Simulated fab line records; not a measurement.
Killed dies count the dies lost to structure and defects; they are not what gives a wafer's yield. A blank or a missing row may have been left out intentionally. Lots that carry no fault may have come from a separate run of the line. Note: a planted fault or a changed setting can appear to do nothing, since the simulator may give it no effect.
Matching of chambers -- flow nand_harc -- rie_diel-02 running NHARC_A_BONDPAD_ETCH_34: 4 sister chambers
The step etches the open film in N2/H2, target depth 60 nm, overetch 18 nm, time 65.91 s. 18 wafers are shown with their chamber, then 9 later ones without.

== EACH WAFER AND ITS CHAMBER ==
wafer,chamber,rf_vpp_V (V),oes_product_au (a.u.),rf_fwd_power_W (W)
L963.1,3,434.4,1.000,399.5
L963.2,1,427.9,1.020,395.1
L963.6,1,427.9,1.031,392.8
L965.1,0,432.2,1.001,397.3
L965.4,2,428.3,1.027,395.8
L965.5,0,432.1,0.997,396.0
L964.1,0,433.0,0.988,397.0
L964.4,2,426.4,1.013,398.3
L964.5,0,433.1,0.987,398.3
L966.2,3,434.9,0.987,396.4
L966.4,0,432.6,0.998,395.9
L966.5,3,434.2,0.989,399.5
L973.1,0,433.0,0.979,397.7
L973.4,2,427.5,1.002,394.4
L973.5,2,428.9,1.006,394.9
L976.1,2,428.8,1.004,396.6
L976.2,0,432.1,0.972,395.7
L976.3,1,428.0,1.018,396.2

SIGNATURES (means of the wafers above)
reading,chamber 0,chamber 1,chamber 2,chamber 3,scatter within a chamber
rf_vpp_V,432.586,427.933,427.980,434.500,0.646
oes_product_au,0.98886,1.02300,1.01040,0.99200,0.00961
rf_fwd_power_W,396.843,394.700,396.000,398.467,1.41
Rule: for a wafer and a chamber, the distance is found by dividing, reading by reading, the gap between the wafer's reading and the chamber's mean by the reading's scatter, squaring, summing and taking the root. If the next closest chamber is less than 2 further off than the closest, the wafer can't be placed; otherwise it belongs to the closest. The scatter is the square root of a quotient: the sum, over the shown wafers, of each reading's squared deviation from its chamber's mean, divided by wafers minus chambers.

== WAFERS WITH NO CHAMBER GIVEN ==
wafer,rf_vpp_V (V),oes_product_au (a.u.),rf_fwd_power_W (W)
L974.2,434.2,0.992,396.0
L974.3,429.5,0.996,397.0
L974.6,433.3,0.998,396.8
L975.1,428.0,0.997,397.9
L975.3,433.5,0.984,399.1
L975.4,433.3,0.980,398.2
L985.1,427.4,0.992,396.9
L985.4,431.6,0.979,396.4
L985.6,434.9,0.986,399.0

== THE CHAMBER EACH PASSED THROUGH ==
wafer,from the rows above,in truth
L974.2,can't be placed: 3 or 0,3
L974.3,can't be placed: 2 or 1 or 0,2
L974.6,can't be placed: 0 or 3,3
L975.1,can't be placed: 2 or 1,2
L975.3,can't be placed: 3 or 0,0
L975.4,can't be placed: 0 or 3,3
L985.1,can't be placed: 2 or 1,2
L985.4,0,0
L985.6,3,3
Correctly placed: 2 of 9. Not placeable from these rows: 7 (in 7, the candidates include the true chamber). Wrongly placed: 0.
